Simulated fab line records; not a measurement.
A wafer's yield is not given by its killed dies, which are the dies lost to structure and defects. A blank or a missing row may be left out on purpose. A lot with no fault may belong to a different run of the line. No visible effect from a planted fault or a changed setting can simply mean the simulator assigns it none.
fab line records	flow nand-harc	part 1 of 2: steps 1 to 23 of 34
record lots=5	wafers=15	last-day=25
route steps=1159 shown THIN_TSV@1103
lots untouched by any fault: they come from a run of this same line in which no faults occurred
start-h: hours from the record's first day to the start of the lot's first wafer shown	wait-h: hours since the lot's step before	" the same as in the row above	L1.1+2: a row that stands for several wafers	- either no value or no given start	* or withheld: withheld	< > ~ a bound
route shown NAME@n: NAME is a module with steps in the file, n the number in the route of the first one	usual: mean and standard deviation over wafers with no fault	same: alike in all rows	chamber/n: place in a boat	sites: readings site by site	_std_site: standard deviation across them	_edge_site: outer sites' mean less inner sites'	radius-mm: for every site, how far away it sits from the centre of the wafer	mask NAME#n: copy n	behind: the tool/chamber that last shaped the wafer	hold: reason for holding the lot/hours on hold/outcome of the hold	device: which transistor (n, p or np) failed to switch	end of line: tests of these same wafers at the route's end	step lacking rows: just its recipe	killed: the dies lost at the first sort to structure and to defects; this is not the yield of the wafer	map: the dies of a wafer, with x for killed, . for not killed, _ for no die there
set.NAME: the setting that was run; set.NAME@STEP: the one run at that earlier step	model.NAME: the simulator's own value behind a step, which no gauge read
lots at selected steps of the route; one table per step, one row per wafer
services: from which hour (start-h, from the record's first day; less than 0 if before it) a tool's chamber was out of use, for how many hours, and why
## steps
# step NHARC_THIN_TSV_THK_MEAS_02
# recipe thk-meas-gauge=ir
# usual thk-nm=2987/230
lot.wafer	tool	chamber	start-h	wait-h	thk-nm
L083.1	film-metro-02	-	467.12	0.2	2744
L083.4	"	-	"	"	2878
L083.6	"	-	"	"	3149
L085.3	film-metro-01	-	483.75	0.2	3108
L085.5	"	-	"	"	3108
L085.6	"	-	"	"	2732
L088.1	film-metro-02	-	489.38	-	3086
L088.3	"	-	"	"	3177
L088.6	"	-	"	"	3308
L092.1	film-metro-02	-	518.89	-	2677
L092.2	"	-	"	"	2527
L092.5	"	-	"	"	2861
L096.2	film-metro-01	-	567.23	0.2	3132
L096.4	"	-	"	"	3184
L096.6	"	-	"	"	2929
# step NHARC_THIN_TSV_SRD_03
lot.wafer	tool	chamber	start-h	wait-h
L083.6+4+1	wet-bench-10	7,0,3	467.17	0.0
L085.5+3+6	wet-bench-08	3,4,5	483.79	0.0
L088.6+1+3	wet-bench-10	2,6,7	489.42	0.0
L092.5+2+1	wet-bench-10	6,1,2	518.93	0.0
L096.4+6+2	wet-bench-08	2,3,6	567.27	0.0
# step NHARC_THIN_TSV_PRECLEAN_41
# recipe time-s=*	temp-c=50	bath-age-min=0	chemistry=SC1
# usual bath-guard-temp-C=49.8/0.38	h2o2-flow-mL-min=56.60/0.18	sc1-h2o2-end-mol-l=0.3697/0.00066
lot.wafer	tool	chamber	start-h	wait-h	bath-guard-temp-C	h2o2-flow-mL-min	sc1-h2o2-end-mol-l
L083.6	wet-bench-10	7	467.21	0.0	50.0	56.86	0.3693
L083.4	"	0	"	"	49.4	56.70	0.3706
L083.1	"	3	"	"	50.5	56.74	0.3697
L085.5	wet-bench-08	3	483.81	0.0	50.1	56.56	0.3704
L085.3	"	4	"	"	49.5	56.53	0.3707
L085.6	"	5	"	"	49.6	56.56	0.3701
L088.6	wet-bench-10	2	489.45	0.0	50.1	56.68	0.3699
L088.1	"	6	"	"	49.9	56.66	0.3689
L088.3	"	7	"	"	49.8	56.45	0.3697
L092.5	wet-bench-10	6	518.95	0.0	50.1	56.71	0.3700
L092.2	"	1	"	"	49.8	56.67	0.3695
L092.1	"	2	"	"	49.9	56.66	0.3701
L096.4	wet-bench-08	2	567.33	0.0	50.2	56.39	0.3702
L096.6	"	3	"	"	50.4	56.38	0.3707
L096.2	"	6	"	"	50.4	56.75	0.3689
# step NHARC_THIN_TSV_SRD_42
lot.wafer	tool	chamber	start-h	wait-h
L083.6+4+1	wet-bench-10	7,0,3	-	-
L085.5+3+6	wet-bench-08	3,4,5	-	-
L088.6+1+3	wet-bench-10	2,6,7	-	-
L092.5+2+1	wet-bench-10	6,1,2	-	-
L096.4+6+2	wet-bench-08	2,3,6	-	-
# step NHARC_THIN_TSV_DEP_43
# recipe target-thk-a=13285	temp-c=withheld	pressure-torr=6.5	rf-w=900	teos-flow-sccm=161.4	flow-sccm=2650	target-thk-nm=1328.5	gas=O2	material=SiO2
# usual chamber-pressure-Torr=6.498/0.014	mfc-precursor-sccm=161.3/0.48	rf-fwd-power-W=897.2/2.9	throttle-valve-pct=15.8/0.72
lot.wafer	tool	chamber	start-h	wait-h	chamber-pressure-Torr	mfc-precursor-sccm	rf-fwd-power-W	since-wet-clean-h	throttle-valve-pct
L083.1	pecvd-01	0	467.43	-	6.497	162.6	898.5	36	14.6
L083.4	"	0	"	"	6.489	161.3	901.0	-	14.2
L083.6	"	1	"	"	6.503	161.5	899.0	-	16.0
L085.3	pecvd-02	2	484.06	-	6.493	160.8	898.9	137	15.6
L085.5	"	0	"	"	6.497	161.4	897.4	-	17.3
L085.6	"	2	"	"	6.515	160.8	899.0	-	15.9
L088.3	pecvd-04	1	489.60	-	6.497	161.6	893.3	100	16.2
L088.1	"	2	"	"	6.479	161.9	897.2	100	15.8
L088.6	"	1	"	"	6.510	161.5	897.3	-	16.1
L092.1	pecvd-01	0	519.12	-	6.503	160.2	899.3	88	14.7
L092.2	"	1	"	"	6.482	161.3	892.7	88	15.8
L092.5	"	0	"	"	6.501	160.2	900.4	-	14.4
L096.2	pecvd-01	1	567.58	-	6.497	161.9	896.1	136	16.1
L096.6	"	1	"	"	6.466	161.8	894.5	-	16.2
L096.4	"	2	"	"	6.504	161.2	898.6	-	16.2
# step NHARC_THIN_TSV_DEHYDRATE_04
# recipe temp-c=150	time-s=120
# usual exhaust-pa=44.8/0.76
lot.wafer	tool	chamber	start-h	wait-h	exhaust-pa
L083.1	litho-track-07	0	467.78	-	45.2
L083.4	"	0	"	"	45.1
L083.6	"	0	"	"	44.2
L085.3	litho-track-03	0	484.37	-	43.6
L085.5	"	0	"	"	45.0
L085.6	"	0	"	"	44.7
L088.1	litho-track-07	0	490.02	-	44.3
L088.3	"	0	"	"	45.1
L088.6	"	0	"	"	43.1
L092.1	litho-track-03	0	519.53	-	45.5
L092.2	"	0	"	"	44.4
L092.5	"	0	"	"	45.6
L096.2	litho-track-07	0	567.99	-	44.1
L096.4	"	0	"	"	44.5
L096.6	"	0	"	"	44.3
# step NHARC_THIN_TSV_HMDS_05
# recipe time-s=30
# usual exhaust-pa=44.8/0.91
lot.wafer	tool	chamber	start-h	wait-h	exhaust-pa
L083.1	litho-track-07	0	-	-	44.1
L083.4	"	0	"	"	44.7
L083.6	"	0	"	"	45.0
L085.3	litho-track-03	0	-	-	43.7
L085.5	"	0	"	"	44.5
L085.6	"	0	"	"	44.5
L088.1	litho-track-07	0	-	-	45.0
L088.3	"	0	"	"	45.6
L088.6	"	0	"	"	45.3
L092.1	litho-track-03	0	-	-	45.4
L092.2	"	0	"	"	44.1
L092.5	"	0	"	"	43.5
L096.2	litho-track-07	0	-	-	43.5
L096.4	"	0	"	"	44.8
L096.6	"	0	"	"	45.7
# step NHARC_THIN_TSV_COAT_06
# recipe spin-rpm=*
# usual exhaust-pa=45.1/1
lot.wafer	tool	chamber	start-h	wait-h	exhaust-pa
L083.1	litho-track-07	0	-	-	45.4
L083.4	"	0	"	"	46.4
L083.6	"	0	"	"	45.1
L085.3	litho-track-03	0	-	-	46.2
L085.5	"	0	"	"	46.5
L085.6	"	0	"	"	46.2
L088.1	litho-track-07	0	-	-	45.9
L088.3	"	0	"	"	46.4
L088.6	"	0	"	"	45.4
L092.1	litho-track-03	0	-	-	48.3
L092.2	"	0	"	"	44.7
L092.5	"	0	"	"	47.0
L096.2	litho-track-07	0	-	-	46.1
L096.4	"	0	"	"	45.3
L096.6	"	0	"	"	47.6
# step NHARC_THIN_TSV_SOFTBAKE_07
# recipe temp-c=122	time-s=95
# usual exhaust-pa=45.0/0.87
lot.wafer	tool	chamber	start-h	wait-h	exhaust-pa
L083.1	litho-track-07	0	-	-	45.3
L083.4	"	0	"	"	43.8
L083.6	"	0	"	"	45.4
L085.3	litho-track-03	0	-	-	45.5
L085.5	"	0	"	"	45.8
L085.6	"	0	"	"	45.1
L088.1	litho-track-07	0	-	-	44.9
L088.3	"	0	"	"	46.6
L088.6	"	0	"	"	45.9
L092.1	litho-track-03	0	-	-	43.6
L092.2	"	0	"	"	44.7
L092.5	"	0	"	"	43.9
L096.2	litho-track-07	0	-	-	45.6
L096.4	"	0	"	"	45.0
L096.6	"	0	"	"	45.5
# step NHARC_THIN_TSV_EBR_08
# usual exhaust-pa=45.2/0.78
lot.wafer	tool	chamber	start-h	wait-h	exhaust-pa
L083.1	litho-track-07	0	-	-	45.4
L083.4	"	0	"	"	46.5
L083.6	"	0	"	"	45.2
L085.3	litho-track-03	0	-	-	44.5
L085.5	"	0	"	"	45.4
L085.6	"	0	"	"	45.0
L088.1	litho-track-07	0	-	-	44.8
L088.3	"	0	"	"	44.9
L088.6	"	0	"	"	45.0
L092.1	litho-track-03	0	-	-	45.0
L092.2	"	0	"	"	43.5
L092.5	"	0	"	"	45.3
L096.2	litho-track-07	0	-	-	44.7
L096.4	"	0	"	"	46.4
L096.6	"	0	"	"	45.3
# step NHARC_THIN_TSV_EXPOSE_09
# recipe na=0.55	dose-mj=30.7	mask-id=TSV
# same na=0.55
lot.wafer	tool	chamber	start-h	wait-h	mask
L083.1+4+6	krf-scanner-02	0	467.93	-	TSV#0
L085.3+5+6	krf-scanner-02	0	484.65	-	TSV#0
L088.1+3+6	krf-scanner-04	0	490.30	-	TSV#0
L092.1+2+5	krf-scanner-03	0	519.81	-	TSV#0
L096.2+4+6	krf-scanner-02	0	568.14	-	TSV#0
# step NHARC_THIN_TSV_PEB_10
# recipe peb-temp-c=118	peb-time-s=85
# usual exhaust-pa=44.8/0.98
lot.wafer	tool	chamber	start-h	wait-h	exhaust-pa
L083.1	litho-track-02	0	467.99	0.1	44.8
L083.4	"	0	"	"	44.6
L083.6	"	0	"	"	45.6
L085.3	litho-track-03	0	484.71	0.1	46.7
L085.5	"	0	"	"	45.8
L085.6	"	0	"	"	46.1
L088.1	litho-track-03	0	490.36	0.1	44.1
L088.3	"	0	"	"	46.7
L088.6	"	0	"	"	45.2
L092.1	litho-track-07	0	519.87	0.1	44.1
L092.2	"	0	"	"	44.4
L092.5	"	0	"	"	44.2
L096.2	litho-track-02	0	568.20	0.1	44.2
L096.4	"	0	"	"	46.3
L096.6	"	0	"	"	43.3
# step NHARC_THIN_TSV_DEVELOP_11
# recipe time-s=70
# usual exhaust-pa=45.0/0.94
lot.wafer	tool	chamber	start-h	wait-h	exhaust-pa
L083.1	litho-track-02	0	-	-	44.2
L083.4	"	0	"	"	45.3
L083.6	"	0	"	"	45.8
L085.3	litho-track-03	0	-	-	45.3
L085.5	"	0	"	"	44.3
L085.6	"	0	"	"	46.5
L088.1	litho-track-03	0	-	-	44.3
L088.3	"	0	"	"	44.4
L088.6	"	0	"	"	46.8
L092.1	litho-track-07	0	-	-	45.8
L092.2	"	0	"	"	45.8
L092.5	"	0	"	"	44.4
L096.2	litho-track-02	0	-	-	44.6
L096.4	"	0	"	"	44.6
L096.6	"	0	"	"	44.3
# step NHARC_THIN_TSV_CD_MEAS_12
# recipe target-cd-nm=1000	landing-energy-ev=500
# usual cd-nm=1000.3/2.1
lot.wafer	tool	chamber	start-h	wait-h	cd-nm
L083.1	cd-sem-02	0	468.08	-	999.4
L083.4	"	0	"	"	1000.4
L083.6	"	0	"	"	995.4
L085.3	cd-sem-03	0	484.80	-	998.5
L085.5	"	0	"	"	998.6
L085.6	"	0	"	"	1003.2
L088.1	cd-sem-01	0	490.45	-	1000.9
L088.3	"	0	"	"	998.5
L088.6	"	0	"	"	1001.2
L092.1	cd-sem-01	0	519.96	-	997.5
L092.2	"	0	"	"	999.0
L092.5	"	0	"	"	1000.3
L096.2	cd-sem-03	0	568.29	-	1000.4
L096.4	"	0	"	"	1000.6
L096.6	"	0	"	"	1000.5
# step NHARC_THIN_TSV_HARDBAKE_13
# recipe temp-c=125	time-s=80
# usual exhaust-pa=45.0/0.88
lot.wafer	tool	chamber	start-h	wait-h	exhaust-pa
L083.1	litho-track-07	0	468.16	-	44.8
L083.4	"	0	"	"	44.3
L083.6	"	0	"	"	45.1
L085.3	litho-track-03	0	484.88	-	44.6
L085.5	"	0	"	"	45.8
L085.6	"	0	"	"	46.1
L088.1	litho-track-07	0	490.53	-	44.9
L088.3	"	0	"	"	45.6
L088.6	"	0	"	"	46.7
L092.1	litho-track-03	0	520.04	-	44.4
L092.2	"	0	"	"	43.9
L092.5	"	0	"	"	44.2
L096.2	litho-track-07	0	568.37	-	44.8
L096.4	"	0	"	"	46.7
L096.6	"	0	"	"	45.9
# step NHARC_THIN_TSV_DESCUM_14
# recipe time-s=3	o2-flow-sccm=200	ar-flow-sccm=0	bias-power-w=0	chemistry=O2
# usual drypump-motor-current-A=5.7/0.5	oes-product-au=1.003/0.0084	rf-vpp-V=57.8/0.86	showerhead-plenum-p-Torr=1.92/0.082	throttle-valve-pct=11.312/0.0088
lot.wafer	tool	chamber	start-h	wait-h	drypump-motor-current-A	oes-product-au	rf-hours-counter-h	rf-vpp-V	showerhead-plenum-p-Torr	throttle-valve-pct
L083.1	rie-diel-06	0	468.25	-	5.7	1.002	6	56.7	1.91	11.302
L083.4	"	1	"	"	5.6	0.989	6	57.8	2.03	11.298
L083.6	"	0	"	"	5.7	0.985	-	55.9	1.91	11.316
L085.3	rie-diel-13	0	484.98	-	5.7	0.999	1	57.3	1.98	11.307
L085.6	"	1	"	"	5.9	0.997	-	57.4	1.91	11.303
L085.5	"	2	"	"	4.9	0.995	-	56.4	1.84	11.323
L088.3	rie-diel-13	1	490.62	-	5.9	0.988	2	57.4	1.91	11.313
L088.1	"	2	"	"	4.9	0.995	2	56.2	1.84	11.304
L088.6	"	1	"	"	5.9	0.998	-	57.9	1.91	11.313
L092.2	rie-diel-10	0	520.13	-	6.6	1.000	11	58.6	2.01	11.342
L092.1	"	2	"	"	5.7	1.004	11	57.2	1.99	11.306
L092.5	"	1	"	"	5.2	1.021	-	57.1	1.83	11.310
L096.2	rie-diel-13	2	568.45	-	4.9	1.009	8	57.2	1.83	11.312
L096.4	"	0	"	"	5.8	1.008	7	57.8	1.98	11.331
L096.6	"	2	"	"	4.9	1.001	-	58.2	1.83	11.313
# step NHARC_THIN_TSV_ETCH_44
# recipe target-depth-a=15942	time-s=797.1	cf4-flow-sccm=150	o2-flow-sccm=10	ar-flow-sccm=0	rf-w=300	bias-w=800	chemistry=CF4/O2
# usual drypump-motor-current-A=5.7/0.47	oes-product-au=1.001/0.0088	rf-fwd-power-W=299.7/0.97	rf-vpp-V=795/4.5	showerhead-plenum-p-Torr=1.84/0.073	throttle-valve-pct=16.914/0.0095
lot.wafer	tool	chamber	start-h	wait-h	drypump-motor-current-A	oes-product-au	rf-fwd-power-W	rf-hours-counter-h	rf-vpp-V	showerhead-plenum-p-Torr	throttle-valve-pct
L083.4	rie-diel-06	0	468.34	0.1	5.7	0.996	300.9	6	795	1.83	16.918
L083.1	"	1	"	"	5.6	0.983	300.3	6	801	1.93	16.925
L083.6	"	1	"	"	5.6	0.988	302.2	-	800	1.93	16.895
L085.3	rie-diel-13	0	485.06	0.1	5.7	0.993	299.1	1	799	1.89	16.910
L085.6	"	0	"	"	5.7	0.996	299.6	-	797	1.89	16.897
L085.5	"	1	"	"	5.9	0.983	298.8	-	795	1.83	16.923
L088.3	rie-diel-13	2	490.72	0.1	4.9	0.998	296.8	2	789	1.76	16.911
L088.1	"	0	"	"	5.7	0.985	299.8	2	798	1.89	16.908
L088.6	"	2	"	"	4.9	0.997	298.3	-	789	1.76	16.908
L092.1	rie-diel-10	1	520.23	0.1	5.2	1.005	299.0	10	789	1.76	16.899
L092.2	"	0	"	"	6.6	1.000	299.7	11	802	1.92	16.920
L092.5	"	2	"	"	5.7	0.998	299.2	-	798	1.91	16.902
L096.2	rie-diel-13	2	568.59	0.1	4.9	0.993	298.9	8	789	1.76	16.924
L096.4	"	3	"	"	5.8	0.993	298.6	7	795	1.87	16.920
L096.6	"	2	"	"	4.8	0.997	299.1	-	791	1.76	16.905
# step NHARC_THIN_TSV_ETCH_15
# recipe target-depth-a=30000	bosch-target-overetch-cycles=2	bosch-etch-step-s=2.8	bosch-dep-step-s=1.2	bosch-cycles=14
# usual drypump-motor-current-A=6.0/0.5
lot.wafer	tool	chamber	start-h	wait-h	drypump-motor-current-A	rf-hours-counter-h
L083.1	rie-si-01	0	468.91	-	6.0	1.4
L083.4	"	3	"	"	5.7	1.6
L083.6	"	0	"	"	6.1	-
L085.3	rie-si-06	2	485.75	-	6.5	1.1
L085.6	"	1	"	"	6.5	-
L085.5	"	2	"	"	6.5	-
L088.3	rie-si-01	0	491.43	-	6.1	0.0
L088.1	"	1	"	"	6.4	0.0
L088.6	"	3	"	"	5.7	-
L092.1	rie-si-02	3	520.92	-	5.8	1.2
L092.2	"	2	"	"	5.9	1.1
L092.5	"	3	"	"	5.8	-
L096.2	rie-si-01	0	569.12	-	6.1	0.6
L096.4	"	3	"	"	5.7	0.7
L096.6	"	1	"	"	6.4	-
# step NHARC_THIN_TSV_CD_MEAS_16
# usual cd-nm=1000.0/2
lot.wafer	tool	chamber	start-h	wait-h	cd-nm
L083.1	cd-sem-01	-	469.05	0.1	999.1
L083.4	"	-	"	"	999.5
L083.6	"	-	"	"	995.4
L085.3	cd-sem-03	-	485.89	0.1	999.1
L085.5	"	-	"	"	998.4
L085.6	"	-	"	"	1003.1
L088.1	cd-sem-03	-	491.55	0.1	1001.1
L088.3	"	-	"	"	997.8
L088.6	"	-	"	"	1001.3
L092.1	cd-sem-02	-	521.06	0.1	999.2
L092.2	"	-	"	"	999.6
L092.5	"	-	"	"	1000.2
L096.2	cd-sem-02	-	569.27	0.1	1000.9
L096.4	"	-	"	"	999.8
L096.6	"	-	"	"	1001.1
# step NHARC_THIN_TSV_STRIP_45
# recipe power-w=1500	temp-c=250	chemistry=O2
# usual drypump-motor-current-A=5.9/0.41	heater-power-w=314/25	rf-refl-power-W=21/8.8
lot.wafer	tool	chamber	start-h	wait-h	drypump-motor-current-A	heater-power-w	rf-hours-counter-h	rf-refl-power-W
L083.1	plasma-asher-01	1	469.12	0.1	5.2	284	2	14
L083.4	"	0	"	"	6.0	279	-	21
L083.6	"	0	"	"	6.0	289	-	20
L085.3	plasma-asher-01	1	486.05	0.2	5.2	291	-	14
L085.5	"	1	"	"	5.2	288	-	14
L085.6	"	0	"	"	6.0	285	-	20
L088.1	plasma-asher-01	0	491.84	0.3	6.0	282	11	20
L088.3	"	0	"	"	6.0	286	-	20
L088.6	"	0	"	"	6.0	277	-	20
L092.2	plasma-asher-01	0	521.22	0.2	6.0	279	18	-
L092.1	"	1	"	"	5.2	291	18	-
L092.5	"	1	"	"	5.2	286	-	-
L096.2	plasma-asher-01	1	569.40	0.1	5.1	289	37	-
L096.4	"	1	"	"	5.2	290	-	-
L096.6	"	1	"	"	5.2	286	-	-
# step NHARC_THIN_TSV_STRIP_46
# recipe time-s=1200	temp-c=72.5	chemistry=post-etch-residue-remover
# usual bath-guard-temp-C=72.3/0.4
lot.wafer	tool	chamber	start-h	wait-h	bath-guard-temp-C
L083.4	wet-bench-08	3	469.49	0.2	72.6
L083.6	"	5	"	"	71.6
L083.1	"	6	"	"	73.2
L085.3	wet-bench-10	6	486.30	0.2	72.2
L085.6	"	0	"	"	72.0
L085.5	"	1	"	"	71.8
L088.3	wet-bench-08	4	492.14	0.2	72.2
L088.6	"	5	"	"	71.7
L088.1	"	0	"	"	72.2
L092.1	wet-bench-08	2	521.57	0.2	72.3
L092.5	"	3	"	"	72.6
L092.2	"	5	"	"	71.5
L096.4	wet-bench-10	2	569.70	0.2	72.5
L096.6	"	3	"	"	72.5
L096.2	"	4	"	"	72.8
# step NHARC_THIN_TSV_DEP_47
# recipe target-thk-a=2000	temp-c=withheld	pressure-torr=6.5	rf-w=900	teos-flow-sccm=161.4	flow-sccm=2650	target-thk-nm=200	gas=O2	material=SiO2
# usual chamber-pressure-Torr=6.501/0.016	mfc-precursor-sccm=161.4/0.49	rf-fwd-power-W=897.8/2.8	throttle-valve-pct=15.9/0.68
lot.wafer	tool	chamber	start-h	wait-h	chamber-pressure-Torr	mfc-precursor-sccm	rf-fwd-power-W	since-wet-clean-h	throttle-valve-pct
L083.1	pecvd-04	2	470.01	-	6.452	161.5	896.2	81	15.9
L083.4	"	0	"	"	6.487	161.6	899.9	-	16.3
L083.6	"	1	"	"	6.507	161.3	898.7	-	16.6
L085.3	pecvd-01	0	486.85	-	6.495	160.7	899.6	56	14.3
L085.5	"	2	"	"	6.493	161.0	901.0	-	16.3
L085.6	"	0	"	"	6.475	160.6	896.9	-	14.5
L088.3	pecvd-01	2	492.64	-	6.532	161.1	899.5	61	16.0
L088.1	"	0	"	"	6.506	161.9	897.2	62	14.4
L088.6	"	1	"	"	6.498	160.9	898.2	-	16.1
L092.2	pecvd-01	0	522.08	-	6.520	161.6	898.5	91	14.4
L092.1	"	1	"	"	6.513	161.3	898.9	91	15.9
L092.5	"	0	"	"	6.492	161.6	898.7	-	14.3
L096.2	pecvd-01	1	570.20	-	6.521	161.0	896.7	139	16.3
L096.4	"	0	"	"	6.527	161.3	897.9	-	14.5
L096.6	"	1	"	"	6.500	160.6	902.1	-	16.0
# step NHARC_THIN_TSV_ETCHBACK_48
# recipe target-depth-a=10285	over-etch-frac=0.3	time-s=405.17	ion-energy-ev=250	c4f8-flow-sccm=withheld	ar-flow-sccm=withheld	rf-w=600	bias-w=300	chemistry=C4F8/Ar
# usual oes-product-au=0.946/0.029	rf-fwd-power-W=599.0/1.9	rf-vpp-V=547/3.4
lot.wafer	tool	chamber	start-h	wait-h	oes-product-au	rf-fwd-power-W	rf-hours-counter-h	rf-vpp-V
L083.4	rie-diel-06	0	470.36	-	0.962	598.0	6	548
L083.1	"	1	"	"	0.962	598.5	6	550
L083.6	"	3	"	"	0.971	599.5	-	543
L085.3	rie-diel-13	1	487.26	-	0.921	598.5	1	548
L085.6	"	0	"	"	0.923	599.3	-	550
L085.5	"	1	"	"	0.914	601.1	-	544
L088.3	rie-diel-06	2	493.03	-	1.011	599.5	6	550
L088.1	"	3	"	"	1.004	597.0	8	543
L088.6	"	2	"	"	1.012	599.8	-	549
L092.2	rie-diel-10	1	522.46	-	0.928	594.3	11	545
L092.1	"	0	"	"	0.923	598.5	11	551
L092.5	"	0	"	"	0.927	597.7	-	551
L096.4	rie-diel-13	1	570.63	-	0.919	597.4	8	547
L096.2	"	2	"	"	0.910	594.2	9	544
L096.6	"	0	"	"	0.916	595.5	-	549
